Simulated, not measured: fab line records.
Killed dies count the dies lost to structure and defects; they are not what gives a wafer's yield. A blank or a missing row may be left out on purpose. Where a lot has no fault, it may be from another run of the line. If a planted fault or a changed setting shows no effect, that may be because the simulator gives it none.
Comparing a struck lot with a sound one :: flow n5 finfet :: 15 steps out of a route of 1938
Sound: these wafers, L291.3, L291.4, L291.6. Struck: wafer L294.4 (left out: L294.1, L294.6 of the same lot, which were not struck); the cause appears at the end.
Each step with rows lists, per side, the tool, then ch with its chambers, then its first start. Under that, the readings that differ: sound wafers :: struck wafers :: difference of the means :: sigmas: that difference in standard deviations of wafers without a fault.
alike: readings with means less than 2 such deviations apart, plus words and numbers identical on both sides. not compared: withheld readings, readings lacking a value on some wafer, bounds such as >300 that could conceal the same value, and numbers that have no deviation in the record and whose values overlap.
The two part at a step that has a row with sigmas, a row that says differs or no value, or rows on one side only. Non-overlapping numbers with no deviation appear without sigmas and do not part them. A reading missing from all wafers of one side parts the sides only when that side holds two or more wafers.

first, 2 steps without rows for these wafers: N5_BEOL_M13_PRECLEAN_39 (cleans in residue remover, time 60 s); N5_BEOL_M13_SRD_40 (time 30 s, dry time 30 s).
N5_BEOL_M13_DEGAS_41: time 60 s.
  sound on pvd sputter-01, day 10 19:09; struck on pvd sputter-01, day 11 07:32
  alike: heater power w
N5_BEOL_M13_PRE_CLEAN_42: time 30 s.
  sound on pvd sputter-01, day 10 19:11; struck on pvd sputter-01, day 11 07:35
  alike: heater power w
N5_BEOL_M13_SPUTTER_43: material TaN, target thk 15 nm, time 24.19 s.
  sound on pvd sputter-01, day 10 19:14; struck on pvd sputter-01, day 11 07:37
  alike: throttle valve pct
N5_BEOL_M13_SPUTTER_44: material Ta, target thk 10 nm, time 16.13 s.
  sound on pvd sputter-01, day 10 19:19; struck on pvd sputter-01, day 11 07:42
  alike: throttle valve pct
N5_BEOL_M13_SPUTTER_45: material Cu, target thk 80 nm, time 13.33 s.
  sound on pvd sputter-01, day 10 19:23; struck on pvd sputter-01, day 11 07:47
  alike: throttle valve pct
then, 3 steps without rows for these wafers: N5_BEOL_M13_ECD_47 (material Cu, target thk 936 nm); N5_BEOL_M13_ANNEAL_48 (time 90 s); N5_BEOL_M13_CMP_49 (polishes, stops on SiOC, t overpolish 17.1 s, target thk 420 nm).
N5_BEOL_M13_THK_MEAS_50: measures by xrf.
  sound on film metro-01, day 10 20:17; struck on film metro-01, day 11 08:40
  alike: M13_THK
then, 1 step without rows for these wafers: N5_BEOL_M13_PRE_CLEAN_52 (time 15 s).
N5_BEOL_M13_DEP_53: deposits SiCN from 3MS/NH3, target thk 50 nm, time 17.8 s.
  sound on pecvd-04 ch 0,1,2, day 10 20:20; struck on pecvd-03 ch 0, day 11 08:44
reading: model.SiCN_of_BEOL_M13_DEP_53.thk nm (nm)
sound: 50.4 50 50.4
struck: 42.6
difference: -7.7
sigmas: 
  alike: showerhead plenum p Torr, throttle valve pct
  not compared: since wet clean h
N5_BEOL_M13_RS_MEAS_54: measures by four-point-probe.
  sound on film metro-01, day 10 20:25; struck on film metro-02, day 11 08:47
  alike: M13_RS
N5_PASSIVATION_PROBE_49:
  sound on prober-02, day 12 02:55; struck on prober-01, day 12 20:59
reading: defect limited yield (%)
sound: 91.1 88.8 89.6
struck: 92.9
difference: +3.1
sigmas: +2

reading: killed dies
sound: 105 132 123
struck: 84
difference: -36
sigmas: -2

reading: killed open
sound: 80 99 81
struck: 59
difference: -28
sigmas: -2

reading: sort_bin_5_function (%)
sound: 5.7 7.1 6.0
struck: 3.8
difference: -2.5
sigmas: -3

reading: sort n pass
sound: 1075 1048 1057
struck: 1096
difference: +36
sigmas: +2

reading: sort yield pct (%)
sound: 91.1 88.8 89.6
struck: 92.9
difference: +3.1
sigmas: +2
  alike: killed_at_M0_to_M3, killed_at_M4_up, killed at contacts, killed at front end, killed at other, killed on rim, killed short, sort_bin_6_memory, sort_bin_8_speed

== WHERE THEY PART ==
Only at N5_PASSIVATION_PROBE_49, as far as this record shows.

WHY: what the simulator had put in
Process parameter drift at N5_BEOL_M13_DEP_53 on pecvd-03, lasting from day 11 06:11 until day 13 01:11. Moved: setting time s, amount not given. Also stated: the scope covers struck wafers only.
